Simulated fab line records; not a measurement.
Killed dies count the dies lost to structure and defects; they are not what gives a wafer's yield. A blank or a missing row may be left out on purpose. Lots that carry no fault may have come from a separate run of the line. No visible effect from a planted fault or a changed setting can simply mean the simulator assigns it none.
Matching of chambers / flow nand harc / NHARC_A_CONTACT_ETCH_88 on rie diel-07 has 4 sister chambers
The step etches the open film in CF4, target depth 39 nm, time 65 s. 8 wafers are shown with their chamber, then 11 later ones without.

== WAFERS, EACH WITH ITS CHAMBER ==
wafer=L078.1; chamber=2; drypump motor current A (A)=5.90; rf vpp V (V)=148.3
wafer=L084.1; chamber=3; drypump motor current A (A)=5.72; rf vpp V (V)=149.9
wafer=L084.3; chamber=1; drypump motor current A (A)=5.66; rf vpp V (V)=152.2
wafer=L084.4; chamber=0; drypump motor current A (A)=6.00; rf vpp V (V)=151.7
wafer=L087.2; chamber=1; drypump motor current A (A)=5.66; rf vpp V (V)=153.1
wafer=L087.4; chamber=0; drypump motor current A (A)=5.95; rf vpp V (V)=150.0
wafer=L087.5; chamber=2; drypump motor current A (A)=5.95; rf vpp V (V)=151.7
wafer=L088.1; chamber=3; drypump motor current A (A)=5.73; rf vpp V (V)=150.3

== WAFERS WITHOUT THEIR CHAMBER ==
wafer=L088.2; drypump motor current A (A)=5.68; rf vpp V (V)=154.0
wafer=L088.5; drypump motor current A (A)=5.95; rf vpp V (V)=149.9
wafer=L090.3; drypump motor current A (A)=5.94; rf vpp V (V)=152.6
wafer=L090.5; drypump motor current A (A)=5.65; rf vpp V (V)=154.0
wafer=L090.6; drypump motor current A (A)=5.96; rf vpp V (V)=150.7
wafer=L093.3; drypump motor current A (A)=5.64; rf vpp V (V)=151.9
wafer=L093.4; drypump motor current A (A)=5.94; rf vpp V (V)=149.1
wafer=L093.6; drypump motor current A (A)=5.64; rf vpp V (V)=151.2
wafer=L097.2; drypump motor current A (A)=5.67; rf vpp V (V)=151.0
wafer=L097.4; drypump motor current A (A)=5.96; rf vpp V (V)=150.7
wafer=L097.6; drypump motor current A (A)=5.73; rf vpp V (V)=151.4

== THE CHAMBER EACH PASSED THROUGH ==
wafer=L088.2; from the rows above=1; in truth=1
wafer=L088.5; from the rows above=can't be placed: 2 or 0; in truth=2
wafer=L090.3; from the rows above=can't be placed: 0 or 2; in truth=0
wafer=L090.5; from the rows above=1; in truth=1
wafer=L090.6; from the rows above=can't be placed: 0 or 2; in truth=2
wafer=L093.3; from the rows above=1; in truth=1
wafer=L093.4; from the rows above=can't be placed: 2 or 0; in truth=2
wafer=L093.6; from the rows above=1; in truth=1
wafer=L097.2; from the rows above=can't be placed: 1 or 3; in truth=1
wafer=L097.4; from the rows above=can't be placed: 0 or 2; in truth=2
wafer=L097.6; from the rows above=can't be placed: 3 or 1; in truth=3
Placed correctly: 4 of 11. These rows do not allow placing 7 (true chamber among the candidates in 7). Placed wrongly: 0.
How it was worked out, from the rows above alone: a wafer's distance from a chamber is the root of the sum, over the readings, of the square of ((its reading less the chamber's mean) divided by the reading's scatter). If the next closest chamber is less than 2 further off than the closest, the wafer can't be placed; otherwise it belongs to the closest. Each chamber's mean is taken over the wafers shown for it. How the scatter is found: for the shown wafers, subtract from each reading the mean of its chamber, square and add these, divide the total by (wafers less chambers), then take the root.
